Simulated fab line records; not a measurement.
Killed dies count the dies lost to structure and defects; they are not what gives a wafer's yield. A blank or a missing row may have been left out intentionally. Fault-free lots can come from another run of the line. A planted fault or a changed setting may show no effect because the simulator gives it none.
Which tool is to blame? + flow n5-finfet + 24 lots, 72 wafers sampled, at 6 steps of a route of 1938

WHAT EACH GAUGE READ, for each wafer
N5_BEOL_M6_OVL_MEAS_29.
| lot  | measured     | on         | V5_OVL (nm)    |
|------|--------------|------------|----------------|
| L076 | day 10 03:35 | overlay-01 | -0.8 0.2 -0.2  |
| L074 | day 10 10:36 | overlay-01 | 0.5 -0.1 0.1   |
| L075 | day 10 10:46 | overlay-01 | 0.2 2.1 1.4    |
| L077 | day 10 14:04 | overlay-02 | 0.4 0.2 0.0    |
| L078 | day 11 10:09 | overlay-02 | 0.6 1.5 -0.5   |
| L080 | day 11 10:11 | overlay-01 | 0.2 0.0 -0.5   |
| L081 | day 11 14:47 | overlay-01 | 0.4 2.3 0.4    |
| L079 | day 11 14:58 | overlay-01 | 0.7 0.8 1.9    |
| L082 | day 11 19:21 | overlay-01 | -0.7 0.8 -2.0  |
| L083 | day 12 14:20 | overlay-02 | -0.7 0.0 -0.7  |
| L084 | day 12 17:38 | overlay-02 | -1.2 0.5 -0.4  |
| L087 | day 13 03:55 | overlay-01 | 0.2 1.3 0.5    |
| L086 | day 13 03:43 | overlay-01 | -0.2 0.3 0.0   |
| L085 | day 13 07:01 | overlay-01 | 0.7 0.3 0.9    |
| L089 | day 14 08:59 | overlay-02 | 0.0 0.1 0.6    |
| L088 | day 14 13:50 | overlay-01 | 0.2 0.1 -0.8   |
| L091 | day 14 11:20 | overlay-01 | -1.6 0.2 -0.8  |
| L090 | day 14 13:46 | overlay-01 | 0.3 -0.1 -0.9  |
| L092 | day 14 17:44 | overlay-02 | -0.1 0.6 1.0   |
| L094 | day 14 19:20 | overlay-02 | 1.3 0.2 0.2    |
| L093 | day 15 00:42 | overlay-02 | 1.1 2.3 1.3    |
| L095 | day 15 17:08 | overlay-02 | -0.1 0.0 -0.2  |
| L096 | day 15 19:12 | overlay-02 | -1.0 -0.7 -0.6 |
| L097 | day 15 20:44 | overlay-01 | 1.3 1.3 1.1    |

WHICH TOOL RAN EACH LOT (tool, then ch and the chambers of the sampled wafers, then the start)
| lot  | N5_BEOL_M5_TRENCH_ETCH_37                     | N5_BEOL_M5_CURE_80            | N5_BEOL_M5_DEP_56               | N5_BEOL_M6_HM_OPEN_17             | N5_BEOL_M6_STRIP_19                |
|------|-----------------------------------------------|-------------------------------|---------------------------------|-----------------------------------|------------------------------------|
| L076 | rie-diel-05 ch 0,1,2, day 9 14:52 or earlier  | uv-cure-01 ch 2, day 9 14:52  | pecvd-04 ch 0,2, day 9 21:13    | rie-metal-01 ch 0,1, day 9 23:16  | rie-diel-04 ch 0,1,3, day 9 23:22  |
| L074 | rie-diel-01 ch 0,2, day 9 21:18 or earlier    | uv-cure-03 ch 2, day 9 21:18  | pecvd-02 ch 0,1, day 10 03:54   | rie-metal-02 ch 0,1, day 10 08:36 | rie-diel-04 ch 0,2,3, day 10 08:44 |
| L075 | rie-diel-02 ch 0,2, day 9 23:33 or earlier    | uv-cure-02 ch 0, day 9 23:33  | pecvd-01 ch 1,2, day 10 06:13   | rie-metal-03 ch 0,1, day 10 08:38 | rie-diel-04 ch 0,2,3, day 10 08:46 |
| L077 | rie-diel-05 ch 1,2,3, day 10 00:06 or earlier | uv-cure-02 ch 1, day 10 00:06 | pecvd-01 ch 1,2, day 10 08:20   | rie-metal-03 ch 0,1, day 10 12:07 | rie-diel-03 ch 0,1,2, day 10 12:14 |
| L078 | rie-diel-01 ch 2,3, day 10 22:58 or earlier   | uv-cure-01 ch 2, day 10 22:58 | pecvd-02 ch 0,2, day 11 05:59   | rie-metal-02 ch 0,1, day 11 08:20 | rie-diel-04 ch 0,2,3, day 11 08:27 |
| L080 | rie-diel-02 ch 1,2,3, day 11 00:11 or earlier | uv-cure-03 ch 2, day 11 00:11 | pecvd-01 ch 0,1,2, day 11 06:47 | rie-metal-02 ch 0,1, day 11 08:59 | rie-diel-06 ch 0,1,2, day 11 09:07 |
| L081 | rie-diel-02 ch 0,3, day 11 01:06 or earlier   | uv-cure-01 ch 1, day 11 01:06 | pecvd-02 ch 0,1, day 11 08:59   | rie-metal-02 ch 0, day 11 12:16   | rie-diel-04 ch 0,1, day 11 12:26   |
| L079 | rie-diel-05 ch 0,1,2, day 11 01:27 or earlier | uv-cure-01 ch 1, day 11 01:27 | pecvd-01 ch 0,2, day 11 10:49   | rie-metal-02 ch 0, day 11 12:35   | rie-diel-06 ch 1,3, day 11 12:42   |
| L082 | rie-diel-01 ch 0,1,3, day 11 08:28 or earlier | uv-cure-02 ch 1, day 11 08:28 | pecvd-02 ch 1,2, day 11 16:35   | rie-metal-01 ch 0,1, day 11 18:49 | rie-diel-06 ch 0,1,2, day 11 18:55 |
| L083 | rie-diel-02 ch 0,2,3, day 12 03:05 or earlier | uv-cure-03 ch 0, day 12 03:05 | pecvd-02 ch 0,1,2, day 12 09:41 | rie-metal-03 ch 0,1, day 12 12:39 | rie-diel-03 ch 1,2,3, day 12 12:46 |
| L084 | rie-diel-02 ch 1,3, day 12 06:39 or earlier   | uv-cure-03 ch 0, day 12 06:39 | pecvd-04 ch 1,2, day 12 12:54   | rie-metal-01 ch 0,1, day 12 15:31 | rie-diel-06 ch 1,2,3, day 12 15:38 |
| L087 | rie-diel-02 ch 1,3, day 12 12:07 or earlier   | uv-cure-03 ch 1, day 12 12:07 | pecvd-02 ch 0,2, day 12 19:54   | rie-metal-02 ch 0,1, day 12 23:48 | rie-diel-04 ch 1,3, day 12 23:55   |
| L086 | rie-diel-05 ch 1,2,3, day 12 12:19 or earlier | uv-cure-01 ch 1, day 12 12:19 | pecvd-04 ch 0,2, day 12 20:43   | rie-metal-03 ch 0,1, day 12 23:55 | rie-diel-06 ch 0,3, day 13 00:08   |
| L085 | rie-diel-05 ch 1,2, day 12 15:40 or earlier   | uv-cure-01 ch 2, day 12 15:40 | pecvd-04 ch 0,2, day 12 23:11   | rie-metal-02 ch 0,1, day 13 04:41 | rie-diel-03 ch 2,3, day 13 04:47   |
| L089 | rie-diel-05 ch 2,3, day 13 18:08 or earlier   | uv-cure-01 ch 2, day 13 18:08 | pecvd-02 ch 0,1, day 14 02:05   | rie-metal-02 ch 0, day 14 06:15   | rie-diel-06 ch 1,2,3, day 14 06:25 |
| L088 | rie-diel-02 ch 0,3, day 14 00:01 or earlier   | uv-cure-02 ch 0, day 14 00:01 | pecvd-02 ch 0,2, day 14 06:16   | rie-metal-02 ch 0, day 14 10:49   | rie-diel-06 ch 0,1, day 14 10:58   |
| L091 | rie-diel-01 ch 1,3, day 14 00:31 or earlier   | uv-cure-01 ch 1, day 14 00:31 | pecvd-01 ch 0,1,2, day 14 07:29 | rie-metal-01 ch 1, day 14 10:41   | rie-diel-04 ch 1,2,3, day 14 10:49 |
| L090 | rie-diel-05 ch 1,3, day 14 01:07 or earlier   | uv-cure-02 ch 0, day 14 01:07 | pecvd-01 ch 0,1,2, day 14 08:48 | rie-metal-01 ch 0,1, day 14 10:50 | rie-diel-03 ch 2,3, day 14 10:57   |
| L092 | rie-diel-01 ch 0,2, day 14 05:30 or earlier   | uv-cure-03 ch 1, day 14 05:30 | pecvd-01 ch 0,2, day 14 12:41   | rie-metal-02 ch 0, day 14 15:32   | rie-diel-04 ch 0,1,3, day 14 15:58 |
| L094 | rie-diel-05 ch 1,2, day 14 09:59 or earlier   | uv-cure-02 ch 1, day 14 09:59 | pecvd-01 ch 0,1,2, day 14 16:43 | rie-metal-02 ch 0, day 14 18:43   | rie-diel-06 ch 2,3, day 14 18:55   |
| L093 | rie-diel-05 ch 1,2, day 14 14:29 or earlier   | uv-cure-02 ch 1, day 14 14:29 | pecvd-04 ch 0,2, day 14 21:26   | rie-metal-02 ch 1, day 15 00:11   | rie-diel-04 ch 0,1,3, day 15 00:17 |
| L095 | rie-diel-05 ch 0,1,3, day 15 04:40 or earlier | uv-cure-02 ch 1, day 15 04:40 | pecvd-04 ch 1,2, day 15 11:01   | rie-metal-03 ch 0,1, day 15 15:49 | rie-diel-06 ch 0,1,2, day 15 15:56 |
| L096 | rie-diel-05 ch 0,2, day 15 06:45 or earlier   | uv-cure-01 ch 1, day 15 06:45 | pecvd-04 ch 0,1, day 15 13:32   | rie-metal-01 ch 0,1, day 15 16:36 | rie-diel-03 ch 1,2, day 15 16:41   |
| L097 | rie-diel-01 ch 0,1,3, day 15 09:58 or earlier | uv-cure-01 ch 2, day 15 09:58 | pecvd-01 ch 0,1,2, day 15 17:01 | rie-metal-03 ch 0,1, day 15 20:13 | rie-diel-06 ch 0,1,3, day 15 20:20 |
- N5_BEOL_M5_TRENCH_ETCH_37: etches SiCOH lowk in C4F6/O2, target depth 71.652 nm, time 24.7 s.
- N5_BEOL_M5_CURE_80: cures SiCOH lowk, time 120 s.
- N5_BEOL_M5_DEP_56: deposits SiCN from 3MS/NH3, target thk 8 nm, time 14 s.
- N5_BEOL_M6_HM_OPEN_17: chemistry Cl2/BCl3, target TiN, target depth 20 nm, overetch 6 nm.
- N5_BEOL_M6_STRIP_19: strips in O2.

WHAT THE TOOLS THEMSELVES READ (means of the sampled wafers that have a number; where no wafer has one, the mark that the record gives instead)
N5_BEOL_M5_TRENCH_ETCH_37.
| lot  | tool        | drypump-motor-current-A (A) | oes-product-au (a.u.) | rf-vpp-V (V) | showerhead-plenum-p-Torr (Torr) | throttle-valve-pct (%) |
|------|-------------|-----------------------------|-----------------------|--------------|---------------------------------|------------------------|
| L076 | rie-diel-05 | 5.7                         | 0.73                  | 673          | 2.83                            | 20.94                  |
| L074 | rie-diel-01 | 6.2                         | 0.89                  | 680          | 2.93                            | 21.03                  |
| L075 | rie-diel-02 | 5.7                         | 0.71                  | 670          | 2.89                            | 21.12                  |
| L077 | rie-diel-05 | 5.6                         | 0.73                  | 675          | 2.82                            | 20.96                  |
| L078 | rie-diel-01 | 5.9                         | 0.88                  | 673          | 2.92                            | 20.91                  |
| L080 | rie-diel-02 | 6.1                         | 0.81                  | 665          | 2.91                            | 20.78                  |
| L081 | rie-diel-02 | 5.8                         | 0.77                  | 666          | 2.95                            | 21.12                  |
| L079 | rie-diel-05 | 5.7                         | 0.71                  | 672          | 2.83                            | 20.95                  |
| L082 | rie-diel-01 | 6.0                         | 0.87                  | 666          | 2.90                            | 21.07                  |
| L083 | rie-diel-02 | 6.0                         | 0.75                  | 664          | 2.90                            | 20.96                  |
| L084 | rie-diel-02 | 5.9                         | 0.88                  | 667          | 2.94                            | 20.83                  |
| L087 | rie-diel-02 | 6.1                         | 0.86                  | 660          | 2.97                            | 20.81                  |
| L086 | rie-diel-05 | 5.6                         | 0.81                  | 675          | 2.82                            | 20.88                  |
| L085 | rie-diel-05 | 5.7                         | 0.73                  | 679          | 2.79                            | 20.92                  |
| L089 | rie-diel-05 | 5.5                         | 0.85                  | 672          | 2.84                            | 20.84                  |
| L088 | rie-diel-02 | 5.8                         | 0.76                  | 664          | 2.94                            | 21.14                  |
| L091 | rie-diel-01 | 5.8                         | 0.84                  | 662          | 2.89                            | 21.04                  |
| L090 | rie-diel-05 | 5.9                         | 0.85                  | 679          | 2.87                            | 20.83                  |
| L092 | rie-diel-01 | 6.1                         | 0.83                  | 679          | 2.92                            | 21.08                  |
| L094 | rie-diel-05 | 5.3                         | 0.71                  | 673          | 2.75                            | 20.94                  |
| L093 | rie-diel-05 | 5.4                         | 0.72                  | 673          | 2.75                            | 20.94                  |
| L095 | rie-diel-05 | 6.0                         | 0.87                  | 675          | 2.87                            | 20.85                  |
| L096 | rie-diel-05 | 5.4                         | 0.80                  | 666          | 2.79                            | 20.89                  |
| L097 | rie-diel-01 | 6.0                         | 0.82                  | 664          | 2.89                            | 21.11                  |

N5_BEOL_M5_CURE_80.
| lot  | tool       | lamp-power-pct (%) | wafer_temp_C_max |
|------|------------|--------------------|------------------|
| L076 | uv-cure-01 | 52.32              | 371.2            |
| L074 | uv-cure-03 | 52.31              | 372.3            |
| L075 | uv-cure-02 | 52.34              | 372.0            |
| L077 | uv-cure-02 | 52.33              | 371.9            |
| L078 | uv-cure-01 | 52.32              | 371.1            |
| L080 | uv-cure-03 | 52.29              | 372.3            |
| L081 | uv-cure-01 | 52.35              | 371.8            |
| L079 | uv-cure-01 | 52.35              | 372.1            |
| L082 | uv-cure-02 | 52.35              | 372.3            |
| L083 | uv-cure-03 | 52.35              | 371.1            |
| L084 | uv-cure-03 | 52.29              | 371.0            |
| L087 | uv-cure-03 | 52.27              | 371.8            |
| L086 | uv-cure-01 | 52.30              | 372.1            |
| L085 | uv-cure-01 | 52.35              | 371.1            |
| L089 | uv-cure-01 | 52.31              | 371.2            |
| L088 | uv-cure-02 | 52.35              | 372.1            |
| L091 | uv-cure-01 | 52.35              | 372.4            |
| L090 | uv-cure-02 | 52.30              | 372.2            |
| L092 | uv-cure-03 | 52.28              | 371.4            |
| L094 | uv-cure-02 | 52.30              | 372.0            |
| L093 | uv-cure-02 | 52.30              | 372.1            |
| L095 | uv-cure-02 | 52.34              | 371.7            |
| L096 | uv-cure-01 | 52.35              | 371.8            |
| L097 | uv-cure-01 | 52.33              | 371.2            |

N5_BEOL_M5_DEP_56.
| lot  | tool     | showerhead-plenum-p-Torr (Torr) | throttle-valve-pct (%) |
|------|----------|---------------------------------|------------------------|
| L076 | pecvd-04 | 3.677                           | 8.6                    |
| L074 | pecvd-02 | 3.649                           | 8.8                    |
| L075 | pecvd-01 | 3.671                           | 8.8                    |
| L077 | pecvd-01 | 3.675                           | 9.1                    |
| L078 | pecvd-02 | 3.642                           | 8.6                    |
| L080 | pecvd-01 | 3.674                           | 8.8                    |
| L081 | pecvd-02 | 3.660                           | 9.2                    |
| L079 | pecvd-01 | 3.669                           | 8.6                    |
| L082 | pecvd-02 | 3.663                           | 9.2                    |
| L083 | pecvd-02 | 3.648                           | 8.9                    |
| L084 | pecvd-04 | 3.673                           | 9.0                    |
| L087 | pecvd-02 | 3.647                           | 8.7                    |
| L086 | pecvd-04 | 3.668                           | 8.5                    |
| L085 | pecvd-04 | 3.672                           | 8.6                    |
| L089 | pecvd-02 | 3.657                           | 9.0                    |
| L088 | pecvd-02 | 3.644                           | 8.8                    |
| L091 | pecvd-01 | 3.672                           | 8.8                    |
| L090 | pecvd-01 | 3.671                           | 8.8                    |
| L092 | pecvd-01 | 3.679                           | 8.8                    |
| L094 | pecvd-01 | 3.679                           | 8.8                    |
| L093 | pecvd-04 | 3.673                           | 8.7                    |
| L095 | pecvd-04 | 3.662                           | 9.3                    |
| L096 | pecvd-04 | 3.662                           | 9.0                    |
| L097 | pecvd-01 | 3.676                           | 8.7                    |

N5_BEOL_M6_HM_OPEN_17.
| lot  | tool         | drypump-motor-current-A (A) | mfc-cl2-sccm (sccm) | oes-product-au (a.u.) | throttle-valve-pct (%) |
|------|--------------|-----------------------------|---------------------|-----------------------|------------------------|
| L076 | rie-metal-01 | 6.2                         | 53.23               | 0.62                  | 22.37                  |
| L074 | rie-metal-02 | 5.8                         | 53.19               | 0.62                  | 22.13                  |
| L075 | rie-metal-03 | 5.2                         | 53.25               | 0.61                  | 22.09                  |
| L077 | rie-metal-03 | 5.2                         | 53.28               | 0.57                  | 22.22                  |
| L078 | rie-metal-02 | 5.8                         | 53.20               | 0.61                  | 22.14                  |
| L080 | rie-metal-02 | 5.8                         | 53.25               | 0.62                  | 22.13                  |
| L081 | rie-metal-02 | 5.7                         | 53.40               | 0.72                  | 21.83                  |
| L079 | rie-metal-02 | 5.7                         | 53.20               | 0.72                  | 21.83                  |
| L082 | rie-metal-01 | 6.2                         | 53.34               | 0.62                  | 22.37                  |
| L083 | rie-metal-03 | 5.1                         | 53.19               | 0.69                  | 22.05                  |
| L084 | rie-metal-01 | 5.6                         | 53.27               | 0.58                  | 22.31                  |
| L087 | rie-metal-02 | 5.8                         | 53.24               | 0.66                  | 21.98                  |
| L086 | rie-metal-03 | 5.2                         | 53.29               | 0.69                  | 22.05                  |
| L085 | rie-metal-02 | 5.8                         | 53.20               | 0.60                  | 22.15                  |
| L089 | rie-metal-02 | 5.7                         | 53.29               | 0.69                  | 21.87                  |
| L088 | rie-metal-02 | 5.7                         | 53.50               | 0.70                  | 21.84                  |
| L091 | rie-metal-01 | 5.1                         | 53.39               | 0.80                  | 22.01                  |
| L090 | rie-metal-01 | 6.2                         | 53.11               | 0.68                  | 22.33                  |
| L092 | rie-metal-02 | 5.7                         | 53.26               | 0.71                  | 21.84                  |
| L094 | rie-metal-02 | 5.7                         | 53.06               | 0.70                  | 21.86                  |
| L093 | rie-metal-02 | 5.9                         | 53.53               | 0.86                  | 22.16                  |
| L095 | rie-metal-03 | 5.2                         | 53.03               | 0.71                  | 22.13                  |
| L096 | rie-metal-01 | 6.2                         | 53.33               | 0.68                  | 22.32                  |
| L097 | rie-metal-03 | 5.2                         | 53.40               | 0.71                  | 22.12                  |

N5_BEOL_M6_STRIP_19.
| lot  | tool        | drypump-motor-current-A (A) | oes-product-au (a.u.) | rf-vpp-V (V) | showerhead-plenum-p-Torr (Torr) | temp-c (C) | throttle-valve-pct (%) |
|------|-------------|-----------------------------|-----------------------|--------------|---------------------------------|------------|------------------------|
| L076 | rie-diel-04 | 5.5                         | 0.74                  | 4.1          | 2.04                            | 40.05      | 16.59                  |
| L074 | rie-diel-04 | 5.8                         | 0.72                  | 3.8          | 2.06                            | 40.01      | 16.81                  |
| L075 | rie-diel-04 | 5.8                         | 0.73                  | 3.8          | 2.06                            | 39.92      | 16.80                  |
| L077 | rie-diel-03 | 5.7                         | 0.78                  | 3.1          | 2.10                            | 40.04      | 16.59                  |
| L078 | rie-diel-04 | 5.9                         | 0.71                  | 4.2          | 2.05                            | 40.05      | 16.81                  |
| L080 | rie-diel-06 | 5.5                         | 0.89                  | 2.7          | 2.17                            | 39.95      | 16.52                  |
| L081 | rie-diel-04 | 5.4                         | 0.75                  | 3.8          | 2.00                            | 40.08      | 16.56                  |
| L079 | rie-diel-06 | 5.3                         | 0.87                  | 4.0          | 2.22                            | 40.02      | 16.69                  |
| L082 | rie-diel-06 | 5.5                         | 0.88                  | 3.7          | 2.17                            | 40.04      | 16.53                  |
| L083 | rie-diel-03 | 5.9                         | 0.78                  | 3.4          | 2.04                            | 39.92      | 16.58                  |
| L084 | rie-diel-06 | 5.4                         | 0.88                  | 3.4          | 2.19                            | 39.97      | 16.65                  |
| L087 | rie-diel-04 | 5.8                         | 0.69                  | 3.6          | 2.04                            | 40.01      | 16.58                  |
| L086 | rie-diel-06 | 5.1                         | 0.87                  | 3.3          | 2.18                            | 39.96      | 16.75                  |
| L085 | rie-diel-03 | 5.6                         | 0.79                  | 3.4          | 2.02                            | 40.02      | 16.76                  |
| L089 | rie-diel-06 | 5.4                         | 0.86                  | 3.8          | 2.19                            | 40.01      | 16.66                  |
| L088 | rie-diel-06 | 5.7                         | 0.83                  | 3.9          | 2.17                            | 40.03      | 16.55                  |
| L091 | rie-diel-04 | 6.1                         | 0.77                  | 3.8          | 2.03                            | 39.98      | 16.59                  |
| L090 | rie-diel-03 | 5.7                         | 0.77                  | 3.8          | 2.01                            | 40.08      | 16.66                  |
| L092 | rie-diel-04 | 5.5                         | 0.71                  | 3.6          | 2.02                            | 40.03      | 16.68                  |
| L094 | rie-diel-06 | 5.2                         | 0.87                  | 3.5          | 2.17                            | 39.88      | 16.68                  |
| L093 | rie-diel-04 | 5.5                         | 0.70                  | 3.4          | 2.02                            | 40.04      | 16.68                  |
| L095 | rie-diel-06 | 5.5                         | 0.83                  | 3.6          | 2.15                            | 39.94      | 16.59                  |
| L096 | rie-diel-03 | 5.8                         | 0.76                  | 3.1          | 2.04                            | 39.93      | 16.73                  |
| L097 | rie-diel-06 | 5.3                         | 0.83                  | 3.6          | 2.17                            | 39.95      | 16.69                  |

THE ANSWER, worked out from the rows above alone
Rule: the usual values come from the lots themselves. The widest of any qualifying gaps counts: lots, ordered by their means at a reading, are off when they make up no more than a third of the lots, leave a main group of 4 or more, and stand apart from it by 3 or more times the standard deviation of that group's means. Not used: any main group whose means are identical at the precision the tables above print for the reading. A lot without any number at a reading at which 4 lots or more have one is off too. Any other lot the step has rows for is counted as sound. The gauges are gone through in route order, then the tools' own readings, and for those a lot's mean is taken as printed above. At the first step where some lot is off, the reading lying furthest off is the one used; lots without a number count as furthest.
None of the lots is off at any reading shown; this tells nothing.

WHAT HAD BEEN PUT IN BY THE SIMULATOR
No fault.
